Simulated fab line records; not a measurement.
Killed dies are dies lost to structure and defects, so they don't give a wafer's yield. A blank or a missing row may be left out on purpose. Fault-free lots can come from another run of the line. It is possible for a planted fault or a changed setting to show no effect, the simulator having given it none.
fab line records    flow n5Finfet
record: lots: 15  wafers: 38  lastDay: 17
route steps=1938 shown WELL_APT@44 PMOS_HMC_CHANNEL_EPI@69 BEOL_M4@1111
lots that met no fault: from a run of the same line without faults
startH: the number of hours between the record's first day and the start of the first shown wafer of the lot    waitH: hours from the lot's prior step to this one    " the same as in the row above    L1.1+2: a single row standing in for several wafers    - either no value or no given start    * or withheld: withheld    < > ~ a bound
route shown NAME@n: names a module that has steps shown in the file, with the first one's number in the route    usual: mean/standard deviation of fault-free wafers    same: alike in all rows    chamber/n: place in a boat    sites: the reading at each site    _std_site: standard deviation across them    _edge_site: outer sites' mean less inner sites'    radiusMm: for every site, how far away it sits from the centre of the wafer    mask NAME#n: copy n    behind: the tool/chamber that last shaped the wafer    hold: what put the lot on hold/how long, in hours/how the hold closed    device: whichever transistor did not switch (one of n, p or np)    end of line: tests of these same wafers at the route's end    where a step has no rows: the recipe by itself    killed: the dies lost at the first sort to structure and to defects; this is not the yield of the wafer    map: shows each die of a wafer: x if killed, . if not, _ if none is there
set.NAME: the setting the step ran with; set.NAME@STEP: the setting that earlier step ran with    model.NAME: the simulator's own value behind a step, which no gauge read
steps of the route over a sample of lots; a table a step, a row a wafer
services: from which hour (startH, from the record's first day; less than 0 if before it) a tool's chamber was out of use, for how many hours, and why
== steps ==
step: N5_WELL_APT_OVL_MEAS_26
recipe: pointsPerWafer: 44
usual: PWELL_OVL: -4/5.4
lot.wafer  tool        chamber  startH  waitH  PWELL_OVL[nm]
L546.2     overlay-02  0        20.88   0.0    -3
L546.5     "           0        "       "      -2
L546.6     "           0        "       "      4
L547.3     overlay-01  0        26.87   0.0    -2
L547.4     "           0        "       "      -4
L548.2     overlay-02  0        33.05   0.0    -2
L548.4     "           0        "       "      -12
L548.6     "           0        "       "      0
L549.4     overlay-01  0        39.56   0.0    -9
L549.5     "           0        "       "      -9
L549.6     "           0        "       "      -6
L550.1     overlay-02  0        46.29   0.0    -5
L550.5     "           0        "       "      -4
L552.1     overlay-01  0        56.93   0.0    -13
L552.4     "           0        "       "      -4
L552.5     "           0        "       "      -14
L553.2     overlay-02  0        63.75   0.0    -4
L553.4     "           0        "       "      -5
L555.1     overlay-01  0        75.16   0.0    -3
L555.4     "           0        "       "      3
L556.1     overlay-02  0        81.45   0.0    3
L556.3     "           0        "       "      3
L558.1     overlay-01  0        93.03   0.0    -7
L558.5     "           0        "       "      -2
L558.6     "           0        "       "      -2
L563.2     overlay-02  0        123.46  0.0    -4
L563.4     "           0        "       "      -7
L563.5     "           0        "       "      -3
L564.2     overlay-02  0        128.80  0.0    -5
L564.3     "           0        "       "      -10
L566.2     overlay-01  0        141.11  0.0    -5
L566.4     "           0        "       "      -7
L566.5     "           0        "       "      -3
L567.1     overlay-01  0        147.27  0.0    5
L567.4     "           0        "       "      1
L567.6     "           0        "       "      -2
L568.4     overlay-02  0        152.86  0.0    -10
L568.6     "           0        "       "      -9
step: N5_PMOS_HMC_CHANNEL_EPI_ETCH_32
recipe: chemistry: N2/H2  target: BARC  stopOn: SiO2  targetDepthA: 858  overEtchFrac: 0.3  timeS: 50.3  ionEnergyEv: 200  maskMaterial: CAR-ArF-block  pressureMtorr: 30  sourceW: 840  biasW: 150  n2FlowSccm: 200  h2FlowSccm: 200
usual: drypumpMotorCurrentA: 5.9/0.59  h2FlowSccm: 200.0/0.56  oesProductAu: 0.68/0.071  rfFwdPowerW: 832/3.5  rfVppV: 523.7/2.1  showerheadPlenumPTorr: 2.54/0.077  throttleValvePct: 17.81/0.29
same: timeS: 50.3
lot.wafer  tool        chamber  startH  waitH  drypumpMotorCurrentA  h2FlowSccm  oesProductAu  rfFwdPowerW  rfHoursCounterH  rfVppV  showerheadPlenumPTorr  throttleValvePct
L546.2     rieDiel-04  1        23.03   0.0    5.0                   199.8       0.59          830          239              526.4   2.63                   18.31
L546.5     "           2        "       "      5.8                   200.2       0.68          826          -                522.5   2.46                   17.63
L546.6     "           1        "       "      5.0                   200.3       0.59          835          -                525.2   2.63                   18.30
L547.3     rieDiel-04  0        30.20   0.0    6.1                   200.0       0.66          831          134              527.2   2.67                   18.05
L547.4     "           3        "       "      6.7                   200.2       0.72          837          83               522.1   2.46                   17.52
L548.2     rieDiel-04  3        36.04   0.0    6.6                   199.3       0.72          833          86               521.6   2.45                   17.51
L548.4     "           0        "       "      6.1                   199.9       0.66          832          136              526.0   2.67                   18.06
L548.6     "           1        "       "      5.0                   200.1       0.58          834          -                525.7   2.63                   18.31
L549.4     rieDiel-01  2        41.96   0.0    6.8                   200.5       0.70          833          -                523.6   2.49                   17.59
L549.5     "           2        "       "      6.8                   200.2       0.69          836          -                523.3   2.49                   17.59
L549.6     "           0        "       "      5.1                   199.8       0.58          831          -                521.2   2.50                   17.97
L550.1     rieDiel-02  0        48.84   0.0    5.6                   200.1       0.61          833          205              527.2   2.65                   18.31
L550.5     "           0        "       "      5.6                   200.2       0.61          833          -                525.7   2.65                   18.29
L552.1     rieDiel-01  3        59.36   0.0    6.3                   199.2       0.67          832          144              522.8   2.52                   17.35
L552.4     "           2        "       "      6.8                   199.8       0.70          835          -                520.4   2.49                   17.61
L552.5     "           3        "       "      6.3                   199.6       0.66          835          -                523.2   2.52                   17.33
L553.2     rieDiel-02  1        66.11   0.0    5.3                   199.7       0.67          836          129              524.4   2.56                   17.73
L553.4     "           0        "       "      5.6                   201.2       0.61          831          -                524.9   2.65                   18.32
L555.1     rieDiel-01  3        77.65   0.0    6.3                   199.3       0.66          833          149              525.1   2.52                   17.35
L555.4     "           0        "       "      5.1                   199.4       0.81          829          5                522.3   2.50                   17.55
L556.1     rieDiel-04  1        84.15   0.0    5.0                   200.1       0.81          835          3                524.5   2.63                   17.94
L556.3     "           0        "       "      6.1                   200.2       0.65          830          151              526.3   2.66                   18.09
L558.1     rieDiel-04  0        95.50   0.0    6.1                   199.9       0.65          833          154              528.0   2.66                   18.09
L558.5     "           3        "       "      6.7                   200.2       0.70          829          -                521.6   2.45                   17.55
L558.6     "           0        "       "      6.1                   200.4       0.65          833          -                527.4   2.66                   18.08
L563.2     rieDiel-02  1        126.41  0.0    5.4                   199.9       0.65          835          149              524.9   2.55                   17.77
L563.4     "           1        "       "      5.4                   199.4       0.65          833          -                524.0   2.55                   17.79
L563.5     "           0        "       "      5.6                   200.3       0.60          833          -                526.3   2.64                   18.36
L564.2     rieDiel-04  3        131.31  0.0    6.7                   201.2       0.69          833          116              521.9   2.44                   17.56
L564.3     "           0        "       "      6.1                   200.8       0.64          828          164              525.5   2.65                   18.12
L566.2     rieDiel-04  2        143.46  0.0    5.8                   199.2       0.64          830          156              519.8   2.44                   17.72
L566.4     "           1        "       "      5.0                   200.2       0.78          837          -                525.4   2.62                   17.98
L566.5     "           2        "       "      5.7                   199.8       0.64          829          -                521.3   2.44                   17.72
L567.1     rieDiel-01  0        150.68  0.0    5.1                   199.8       0.76          831          27               521.6   2.49                   17.58
L567.4     "           1        "       "      6.3                   201.0       0.76          831          33               525.8   2.58                   17.86
L567.6     "           2        "       "      6.8                   200.5       0.67          831          -                521.7   2.48                   17.66
L568.4     rieDiel-04  0        155.90  0.0    6.1                   199.8       0.64          832          168              524.2   2.65                   18.12
L568.6     "           1        "       "      5.0                   199.4       0.76          832          -                525.2   2.62                   17.98
step: N5_PMOS_HMC_CHANNEL_EPI_EPI_20
recipe: material: SiGe30  maskMaterial: SiO2  pressureTorr: 20  targetThkA: 590  tempC: 600
lot.wafer   tool         chamber  startH  waitH
L546.2+5+6  epiRpcvd-01  0        23.82   0.2
L547.3+4    epiRpcvd-01  0        31.19   0.4
L548.2+4+6  epiRpcvd-02  0        36.83   0.2
L549.4+5+6  epiRpcvd-01  0        43.20   0.6
L550.1+5    epiRpcvd-03  0        49.47   0.0
L552.1+4+5  epiRpcvd-03  0        59.96   0.0
L553.2+4    epiRpcvd-01  0        66.97   0.3
L555.1+4    epiRpcvd-03  0        78.49   0.0
L556.1+3    epiRpcvd-03  0        84.79   0.0
L558.1+5+6  epiRpcvd-03  0        96.09   0.0
L563.2+4+5  epiRpcvd-01  0        127.26  0.3
L564.2+3    epiRpcvd-02  0        132.10  0.2
L566.2+4+5  epiRpcvd-01  0        144.32  0.3
L567.1+4+6  epiRpcvd-02  0        151.27  0.0
L568.4+6    epiRpcvd-03  0        157.10  0.6
step: N5_PMOS_HMC_CHANNEL_EPI_THK_MEAS_22
recipe: reads: SiGe30_of_PMOS_HMC_CHANNEL_EPI_EPI_20
usual: HMC_CMP_THK: 53.5/1.1
lot.wafer  tool          chamber  startH  waitH  HMC_CMP_THK[nm]
L546.2     filmMetro-01  -        25.25   -      52.4
L546.5     "             -        "       "      53.2
L546.6     "             -        "       "      52.0
L547.3     filmMetro-01  -        32.92   -      53.3
L547.4     "             -        "       "      54.7
L548.2     filmMetro-01  -        38.26   -      53.3
L548.4     "             -        "       "      52.6
L548.6     "             -        "       "      52.5
L549.4     filmMetro-01  -        44.24   -      53.1
L549.5     "             -        "       "      53.6
L549.6     "             -        "       "      53.5
L550.1     filmMetro-02  -        51.18   -      51.4
L550.5     "             -        "       "      52.5
L552.1     filmMetro-02  -        61.59   -      53.6
L552.4     "             -        "       "      54.1
L552.5     "             -        "       "      54.8
L553.2     filmMetro-01  -        68.73   -      55.2
L553.4     "             -        "       "      54.2
L555.1     filmMetro-01  -        80.11   -      38.8
L555.4     "             -        "       "      52.6
L556.1     filmMetro-01  -        86.58   -      40.2
L556.3     "             -        "       "      52.5
L558.1     filmMetro-02  -        97.72   -      39.1
L558.5     "             -        "       "      39.5
L558.6     "             -        "       "      54.5
L563.2     filmMetro-02  -        129.04  -      51.4
L563.4     "             -        "       "      54.7
L563.5     "             -        "       "      54.3
L564.2     filmMetro-01  -        133.53  -      53.5
L564.3     "             -        "       "      55.1
L566.2     filmMetro-01  -        146.09  -      52.4
L566.4     "             -        "       "      54.4
L566.5     "             -        "       "      53.9
L567.1     filmMetro-01  -        152.91  -      54.8
L567.4     "             -        "       "      54.3
L567.6     "             -        "       "      54.6
L568.4     filmMetro-01  -        158.13  -      53.1
L568.6     "             -        "       "      55.5
step: N5_PMOS_HMC_CHANNEL_EPI_EPI_26
recipe: material: Si  targetThkA: 38  tempC: 650  precursor: SiH4/H2  pressureTorr: 20  timeS: 22.7
usual: throttleValvePct: 11.2/0.35
same: timeS: 22.7
lot.wafer  tool         chamber  startH  waitH  throttleValvePct
L546.2     epiRpcvd-01  0        25.41   0.1    10.9
L546.5     "            0        "       "      10.8
L546.6     "            0        "       "      10.9
L547.3     epiRpcvd-02  0        33.13   0.1    11.6
L547.4     "            0        "       "      11.7
L548.2     epiRpcvd-01  0        38.42   0.1    10.9
L548.4     "            0        "       "      10.9
L548.6     "            0        "       "      10.8
L549.4     epiRpcvd-03  0        44.50   0.2    10.9
L549.5     "            0        "       "      10.9
L549.6     "            0        "       "      10.8
L550.1     epiRpcvd-02  0        51.29   0.0    11.6
L550.5     "            0        "       "      11.6
L552.1     epiRpcvd-01  0        61.70   0.0    10.9
L552.4     "            0        "       "      11.1
L552.5     "            0        "       "      10.8
L553.2     epiRpcvd-03  0        68.89   0.1    10.7
L553.4     "            0        "       "      10.9
L555.1     epiRpcvd-02  0        80.28   0.0    11.7
L555.4     "            0        "       "      11.7
L556.1     epiRpcvd-01  0        86.69   0.0    11.0
L556.3     "            0        "       "      11.0
L558.1     epiRpcvd-01  0        97.83   0.0    10.9
L558.5     "            0        "       "      11.1
L558.6     "            0        "       "      10.9
L563.2     epiRpcvd-02  0        129.22  0.1    11.9
L563.4     "            0        "       "      11.3
L563.5     "            0        "       "      11.7
L564.2     epiRpcvd-01  0        133.71  0.1    11.1
L564.3     "            0        "       "      11.1
L566.2     epiRpcvd-02  0        146.25  0.1    11.6
L566.4     "            0        "       "      11.5
L566.5     "            0        "       "      11.4
L567.1     epiRpcvd-03  0        153.01  0.0    10.6
L567.4     "            0        "       "      10.8
L567.6     "            0        "       "      11.0
L568.4     epiRpcvd-01  0        158.44  0.2    11.0
L568.6     "            0        "       "      11.2
step: N5_BEOL_M4_RC_MEAS_101
usual: CJ_P: 5.81/0.23  DIBL_N: 36.9/2.1  DIBL_P: 37.1/2.5  IOFF_N: 0.17/0.039  IOFF_P: 0.23/0.043  IOFF_P_85C: 3.9/0.62  IOFF_P_LIN: 0.105/0.015  IOFF_P_LONG: 0.000107/6.2e-06  ION_N: 673/15  ION_P: 462/9.1  REXT_P: 100.8/2.7  RS_NWELL: 1037/6.4  SS_N: 71.8/0.69  SS_P: 73.6/0.74  VT_N: 250/3.6  VT_P: -249.7/2.9  VT_P_LONG: -274.6/2.2
lot.wafer  tool       chamber  startH  waitH  CJ_P  DIBL_N[mV/V]  DIBL_P[mV/V]  IOFF_N[nA/um]  IOFF_P[nA/um]  IOFF_P_85C[nA/um]  IOFF_P_LIN[nA/um]  IOFF_P_LONG[nA/um]  ION_N[uA/um]  ION_P[uA/um]  REXT_P[ohm.um]  RS_NWELL[ohm/sq]  SS_N[mV/dec]  SS_P[mV/dec]  VT_N[mV]  VT_P[mV]  VT_P_LONG[mV]
L546.2     prober-02  0        177.83  0.2    5.90  35.1          37.0          0.16           0.24           4.1                0.114              0.000119            691           474           98.7            1044              71.2          74.0          251       -247.6    -271.1
L546.5     "          0        "       "      5.87  36.0          36.9          0.15           0.23           3.9                0.105              0.000112            666           459           100.2           1035              71.7          73.6          253       -248.0    -271.6
L546.6     "          0        "       "      5.81  34.3          35.4          0.14           0.20           3.4                0.096              0.000112            674           464           103.6           1050              71.2          73.3          249       -248.0    -272.5
L548.2     prober-01  0        180.79  0.2    5.82  33.5          33.0          0.12           0.17           3.0                0.085              0.000111            677           465           99.2            1030              70.8          72.1          254       -252.8    -275.1
L548.4     "          0        "       "      5.89  35.6          35.0          0.15           0.19           3.4                0.091              0.000108            665           453           100.7           1039              71.1          72.9          249       -252.3    -275.1
L548.6     "          0        "       "      5.88  35.8          35.6          0.14           0.19           3.4                0.092              0.000109            667           452           99.0            1034              70.7          73.2          251       -250.6    -274.0
L547.3     prober-02  0        181.22  0.3    5.83  40.9          43.9          0.29           0.35           5.8                0.148              0.000109            703           476           98.6            1032              72.5          75.0          241       -245.6    -274.4
L547.4     "          0        "       "      5.52  39.4          41.2          0.23           0.29           4.9                0.128              0.000103            682           461           99.4            1025              72.1          74.2          245       -245.4    -275.6
L550.1     prober-01  0        195.75  0.0    6.37  38.2          38.3          0.17           0.27           4.6                0.123              0.000119            664           468           96.5            1035              71.4          73.9          247       -245.9    -273.8
L550.5     "          0        "       "      6.10  40.7          40.6          0.23           0.31           5.2                0.138              0.000117            681           468           97.7            1041              72.2          74.6          247       -244.4    -270.7
L549.4     prober-02  0        197.94  0.5    5.82  35.4          35.1          0.14           0.20           3.4                0.094              0.0001              662           456           101.6           1041              71.9          74.4          255       -251.6    -274.4
L549.5     "          0        "       "      5.85  34.6          34.5          0.14           0.19           3.3                0.093              0.000102            659           451           102.1           1031              72.0          73.8          254       -250.6    -273.7
L549.6     "          0        "       "      5.85  37.6          37.6          0.18           0.22           3.8                0.102              0.000104            683           469           102.7           1038              72.3          74.3          251       -250.2    -272.9
L552.1     prober-02  0        205.37  0.0    5.97  36.1          34.1          0.13           0.19           3.3                0.093              0.000113            668           461           98.1            1041              70.6          72.6          256       -251.9    -273.7
L552.4     "          0        "       "      5.91  36.6          36.1          0.14           0.22           3.7                0.103              0.000113            676           470           97.4            1038              71.1          72.7          251       -249.4    -272.2
L552.5     "          0        "       "      5.84  36.8          36.1          0.15           0.23           3.9                0.106              0.000108            654           456           98.3            1047              71.0          73.3          252       -248.9    -273.5
L553.2     prober-02  0        218.58  0.2    5.62  34.7          36.2          0.14           0.21           3.7                0.100              0.00011             661           459           107.7           1039              71.6          73.8          252       -247.3    -272.1
L553.4     "          0        "       "      5.79  37.2          38.4          0.19           0.25           4.2                0.113              0.000111            668           466           107.4           1032              72.7          74.6          249       -244.8    -274.0
L555.1     prober-02  0        230.13  0.0    4.56  35.7          71.0          0.15           4.52           46.8               0.213              7.4e-05             671           363           111.9           1070              71.8          104.1         254       -251.6    -283.2
L555.4     "          0        "       "      5.99  36.0          36.7          0.16           0.24           3.9                0.109              0.000111            659           458           96.7            1040              71.3          74.0          250       -248.8    -273.1
L556.1     prober-01  0        241.76  0.0    4.70  37.3          90.9          0.17           13.83          122.8              0.327              7.4e-05             664           358           115.5           1074              72.1          120.9         249       -249.5    -285.0
L556.3     "          0        "       "      5.91  32.4          32.4          0.10           0.16           2.9                0.082              0.000105            649           451           99.5            1034              70.4          72.7          258       -252.9    -274.1
L558.1     prober-01  0        250.85  0.0    4.43  36.4          118.7         0.15           31.48          245.3              0.481              6.9e-05             675           352           118.4           1066              72.1          138.9         253       -253.8    -284.9
L558.5     "          0        "       "      4.71  38.6          142.8         0.18           53.38          379.6              0.687              6.8e-05             668           341           122.1           1080              73.1          149.6         249       -252.2    -286.2
L558.6     "          0        "       "      5.66  37.2          37.6          0.15           0.23           3.9                0.109              0.000101            675           472           97.1            1039              71.5          73.6          254       -250.4    -273.9
L563.2     prober-01  0        279.56  0.2    6.14  34.4          34.4          0.12           0.16           2.9                0.082              0.000105            665           450           96.7            1032              71.6          73.0          254       -251.9    -277.4
L563.4     "          0        "       "      5.58  37.2          37.1          0.17           0.19           3.4                0.092              9.5e-05             671           457           97.5            1038              71.5          73.6          249       -252.1    -277.8
L563.5     "          0        "       "      5.35  38.1          38.7          0.19           0.22           3.7                0.100              9.3e-05             687           462           98.7            1034              71.6          73.9          246       -250.4    -277.3
L564.2     prober-01  0        284.13  0.2    5.58  40.9          43.4          0.28           0.34           5.5                0.142              0.000111            707           486           101.2           1026              74.2          75.1          243       -244.5    -273.0
L564.3     "          0        "       "      5.51  39.5          40.8          0.22           0.28           4.6                0.120              0.000105            682           456           101.7           1031              73.1          75.3          244       -247.6    -274.3
L566.2     prober-01  0        299.57  0.2    6.18  35.2          35.2          0.16           0.24           4.0                0.114              0.000121            658           459           98.4            1021              71.6          73.2          249       -246.8    -272.9
L566.4     "          0        "       "      5.70  33.2          32.6          0.13           0.19           3.4                0.099              0.000114            666           464           98.7            1036              71.5          72.3          252       -248.8    -271.8
L566.5     "          0        "       "      5.63  35.0          34.3          0.17           0.21           3.7                0.105              0.000109            649           453           101.4           1026              72.1          72.9          250       -248.8    -274.3
L567.1     prober-02  0        302.10  0.0    5.63  37.3          35.9          0.17           0.21           3.7                0.103              0.000102            681           462           100.6           1029              72.1          73.4          248       -250.6    -272.3
L567.4     "          0        "       "      5.64  33.3          32.1          0.11           0.15           2.8                0.082              0.000103            664           455           101.4           1028              70.4          72.4          254       -254.1    -275.3
L567.6     "          0        "       "      5.60  37.4          37.0          0.19           0.23           3.9                0.110              0.000102            700           474           101.1           1037              71.9          73.5          245       -250.7    -273.4
L568.4     prober-01  0        302.64  0.5    5.63  34.0          35.0          0.15           0.20           3.5                0.100              0.000111            686           473           101.2           1049              71.6          73.2          247       -249.2    -270.9
L568.6     "          0        "       "      5.44  39.7          42.6          0.27           0.35           5.5                0.147              0.000109            712           485           101.0           1036              73.2          75.6          242       -245.4    -270.0
== services ==
tool         chamber  startH  hours  kind
rieDiel-01   1        20.22   -      clean
rieDiel-01   1        20.22   -      consumableReplace:focusRing
rieDiel-01   1        20.22   26.8   scheduledDown
rieDiel-01   1        20.22   26.8   ventCycle
epiRpcvd-02  -        23.25   2.8    pm
rieDiel-02   1        29.51   5.5    repair
rieDiel-01   3        31.66   14.4   repair
rieDiel-01   -        38.35   2.0    repair
rieDiel-01   0        47.03   -      clean
rieDiel-01   0        47.03   -      consumableReplace:focusRing
rieDiel-01   0        47.03   14.6   scheduledDown
rieDiel-01   0        47.03   14.6   ventCycle
rieDiel-04   1        55.56   -      clean
rieDiel-04   1        55.56   -      consumableReplace:focusRing
rieDiel-04   1        55.56   19.3   scheduledDown
rieDiel-04   1        55.56   19.3   ventCycle
rieDiel-02   3        63.87   10.9   repair
rieDiel-02   3        75.88   2.6    repair
rieDiel-02   2        102.90  -      clean
rieDiel-04   2        114.20  1.9    repair
epiRpcvd-02  -        115.82  8.1    pm
rieDiel-04   -        131.63  0.8    repair
rieDiel-04   0        132.51  11.9   repair
rieDiel-02   1        156.55  15.9   repair
== key ==
firstSign: step: N5_PMOS_HMC_CHANNEL_EPI_THK_MEAS_22  reading: HMC_CMP_THK  direction: down  sigmas: 13  usual: 53.5  struck: 39.4
effect: step: N5_BEOL_M4_RC_MEAS_101  reading: IOFF_P  direction: up  sigmas: 99+  usual: 0.23  struck: 25.80
effect: step: N5_BEOL_M4_RC_MEAS_101  reading: IOFF_P_85C  direction: up  sigmas: 99+  usual: 3.9  struck: 198.7
effect: step: N5_BEOL_M4_RC_MEAS_101  reading: SS_P  direction: up  sigmas: 74  usual: 73.6  struck: 128.4
effect: step: N5_BEOL_M4_RC_MEAS_101  reading: DIBL_P  direction: up  sigmas: 27  usual: 37.1  struck: 105.8
effect: step: N5_BEOL_M4_RC_MEAS_101  reading: IOFF_P_LIN  direction: up  sigmas: 22  usual: 0.105  struck: 0.427
effect: step: N5_BEOL_M4_RC_MEAS_101  reading: ION_P  direction: down  sigmas: 12  usual: 462  struck: 354
effect: step: N5_BEOL_M4_RC_MEAS_101  reading: REXT_P  direction: up  sigmas: 5.9  usual: 100.8  struck: 116.9
effect: step: N5_BEOL_M4_RC_MEAS_101  reading: IOFF_P_LONG  direction: down  sigmas: 5.8  usual: 0.000107  struck: 7.1e-05
effect: step: N5_BEOL_M4_RC_MEAS_101  reading: RS_NWELL  direction: up  sigmas: 5.6  usual: 1037  struck: 1072
effect: step: N5_BEOL_M4_RC_MEAS_101  reading: CJ_P  direction: down  sigmas: 5.3  usual: 5.81  struck: 4.60
effect: step: N5_BEOL_M4_RC_MEAS_101  reading: VT_P_LONG  direction: down  sigmas: 4.6  usual: -274.6  struck: -284.8
metAt N5_PMOS_HMC_CHANNEL_EPI_EPI_20
struckLots L555,L556,L558
struckWafers L555.1,L556.1,L558.1,L558.5
sortLeftOut L555.1,L556.1,L558.1,L558.5
notActingAt N5_WELL_APT_OVL_MEAS_26,N5_PMOS_HMC_CHANNEL_EPI_ETCH_32,N5_PMOS_HMC_CHANNEL_EPI_EPI_26
onsetBetween 59.96 78.49
fault: kind: processParameterDrift  tool: epiRpcvd-03  chamber: -  onsetH: 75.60  steps: N5_PMOS_HMC_CHANNEL_EPI_EPI_20  channel: targetThkA  offset: *  shape: step  endH: 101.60  scope: struckWafersOnly  actsIn: *  stated: *
sortLeftOut: the simulated sort isn't trusted on such a fault, so these wafers' sort isn't shown, and their yield isn't known
